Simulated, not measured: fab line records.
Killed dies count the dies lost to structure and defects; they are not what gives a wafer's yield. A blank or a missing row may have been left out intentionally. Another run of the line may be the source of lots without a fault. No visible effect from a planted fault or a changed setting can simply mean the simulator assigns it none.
Split-lot experiment :: flow n5 finfet :: 7 lots, 21 wafers read, on a route of 1938 steps

== THE SPLIT ==
At N5_GATE_CUT_ALD_22 (deposits SiNx, target thk 16 nm, pulse time 1 s, ald cycles 320), the setting ald cycles was moved away from the recipe's 320 on 5 of the 21 wafers read, by +8.4% to +14.7%. This setting was run at the recipe's value on the other wafers.

The reading is taken at the split's own step.

== THE READING ==
SiNx_of_GATE_CUT_ALD_22.thk nm (the simulator's own value, which no gauge read), in nm, at N5_GATE_CUT_ALD_22 (deposits SiNx, target thk 16 nm, pulse time 1 s, ald cycles 320). The file gives no usual value for it. The 16 wafers here that ran the recipe average 16.1 nm, standard deviation 0.093 nm.

wafer: L077.1
tool, chamber at the split: ald sin-04, 2,0
ald cycles as run: 347
against the recipe: +8.4%
SiNx_of_GATE_CUT_ALD_22.thk nm, nm: 17.4
against lot-mates on the recipe: +1.4

wafer: L077.6
tool, chamber at the split: ald sin-04, 2,0
ald cycles as run: 347
against the recipe: +8.4%
SiNx_of_GATE_CUT_ALD_22.thk nm, nm: 17.4
against lot-mates on the recipe: +1.4

wafer: L077.4
tool, chamber at the split: ald sin-04, 3
ald cycles as run: 320
against the recipe: recipe
SiNx_of_GATE_CUT_ALD_22.thk nm, nm: 16
against lot-mates on the recipe: -

wafer: L079.2
tool, chamber at the split: ald sin-02, 2
ald cycles as run: 320
against the recipe: recipe
SiNx_of_GATE_CUT_ALD_22.thk nm, nm: 16
against lot-mates on the recipe: -

wafer: L079.4
tool, chamber at the split: ald sin-02, 3
ald cycles as run: 320
against the recipe: recipe
SiNx_of_GATE_CUT_ALD_22.thk nm, nm: 16.2
against lot-mates on the recipe: -

wafer: L079.5
tool, chamber at the split: ald sin-02, 3
ald cycles as run: 320
against the recipe: recipe
SiNx_of_GATE_CUT_ALD_22.thk nm, nm: 16.2
against lot-mates on the recipe: -

wafer: L088.1
tool, chamber at the split: ald sin-02, 0
ald cycles as run: 349
against the recipe: +9.1%
SiNx_of_GATE_CUT_ALD_22.thk nm, nm: 17.6
against lot-mates on the recipe: +1.6

wafer: L088.5
tool, chamber at the split: ald sin-02, 2
ald cycles as run: 349
against the recipe: +9.1%
SiNx_of_GATE_CUT_ALD_22.thk nm, nm: 17.4
against lot-mates on the recipe: +1.4

wafer: L088.6
tool, chamber at the split: ald sin-02, 0
ald cycles as run: 320
against the recipe: recipe
SiNx_of_GATE_CUT_ALD_22.thk nm, nm: 16
against lot-mates on the recipe: -

wafer: L089.1
tool, chamber at the split: ald sin-03, 2,0,1
ald cycles as run: 320
against the recipe: recipe
SiNx_of_GATE_CUT_ALD_22.thk nm, nm: 16
against lot-mates on the recipe: -

wafer: L089.2
tool, chamber at the split: ald sin-03, 2,0,1
ald cycles as run: 320
against the recipe: recipe
SiNx_of_GATE_CUT_ALD_22.thk nm, nm: 16
against lot-mates on the recipe: -

wafer: L089.6
tool, chamber at the split: ald sin-03, 2,0,1
ald cycles as run: 320
against the recipe: recipe
SiNx_of_GATE_CUT_ALD_22.thk nm, nm: 16
against lot-mates on the recipe: -

wafer: L092.1
tool, chamber at the split: ald sin-02, 1
ald cycles as run: 367
against the recipe: +14.7%
SiNx_of_GATE_CUT_ALD_22.thk nm, nm: 18.4
against lot-mates on the recipe: +2.4

wafer: L092.2
tool, chamber at the split: ald sin-02, 0,2
ald cycles as run: 320
against the recipe: recipe
SiNx_of_GATE_CUT_ALD_22.thk nm, nm: 16
against lot-mates on the recipe: -

wafer: L092.4
tool, chamber at the split: ald sin-02, 0,2
ald cycles as run: 320
against the recipe: recipe
SiNx_of_GATE_CUT_ALD_22.thk nm, nm: 16
against lot-mates on the recipe: -

wafer: L094.1
tool, chamber at the split: ald sin-02, 1,2
ald cycles as run: 320
against the recipe: recipe
SiNx_of_GATE_CUT_ALD_22.thk nm, nm: 16
against lot-mates on the recipe: -

wafer: L094.4
tool, chamber at the split: ald sin-02, 1,2
ald cycles as run: 320
against the recipe: recipe
SiNx_of_GATE_CUT_ALD_22.thk nm, nm: 16
against lot-mates on the recipe: -

wafer: L094.3
tool, chamber at the split: ald sin-02, 3
ald cycles as run: 320
against the recipe: recipe
SiNx_of_GATE_CUT_ALD_22.thk nm, nm: 16.2
against lot-mates on the recipe: -

wafer: L095.2
tool, chamber at the split: ald sin-02, 3
ald cycles as run: 320
against the recipe: recipe
SiNx_of_GATE_CUT_ALD_22.thk nm, nm: 16.2
against lot-mates on the recipe: -

wafer: L095.5
tool, chamber at the split: ald sin-02, 3
ald cycles as run: 320
against the recipe: recipe
SiNx_of_GATE_CUT_ALD_22.thk nm, nm: 16.2
against lot-mates on the recipe: -

wafer: L095.6
tool, chamber at the split: ald sin-02, 0
ald cycles as run: 320
against the recipe: recipe
SiNx_of_GATE_CUT_ALD_22.thk nm, nm: 16
against lot-mates on the recipe: -
Rows listing several chambers each stand for several wafers; the file does not say which wafer went through which chamber.

FIT RESULTS
A straight line over all 21 wafers: SiNx_of_GATE_CUT_ALD_22.thk nm changes by +0.159 nm for each +1% of ald cycles; r = +0.99; the points scatter about the line by 0.091 nm.
The same after taking each lot's own level away (the mean of its wafers on the recipe; 21 wafers): +0.165 nm for each +1%; r = +1.00; scatter 0.073 nm.
According to that fit, moving ald cycles by its largest amount changes the reading by 2.4 nm.
The lots' own levels span 16.00 to 16.13 nm, that is 1.4 times the standard deviation above.
So the lot-to-lot level changes the slope little: the two slopes agree.
Check: with one of the wafers moved furthest among these (+14.7%) left out of the fit, the line predicts +2.43 nm for it against its lot-mates. It came out at +2.4 nm against them.

== THE OTHER SPLITS THESE WAFERS WENT THROUGH ==
Before the reading, these wafers also passed through other splits. Each is held against what the fit with the lots' levels taken away leaves over:
other split on the same wafers: N5_HKMG_FIN_ETCH_58 source w
wafers away from the commonest value: 6
r with SiNx_of_GATE_CUT_ALD_22.thk nm (lot level and that fit taken away): +0.29

other split on the same wafers: N5_HKMG_FIN_COAT_06 spin rpm
wafers away from the commonest value: 5
r with SiNx_of_GATE_CUT_ALD_22.thk nm (lot level and that fit taken away): -0.18

other split on the same wafers: N5_HKMG_FIN_EXPOSE_09 dose mj
wafers away from the commonest value: 7
r with SiNx_of_GATE_CUT_ALD_22.thk nm (lot level and that fit taken away): +0.18

== FILE'S OWN FIT ==
SiNx_of_GATE_CUT_ALD_22.thk nm changes by +0.164 nm for each +1% of ald cycles, r = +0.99.
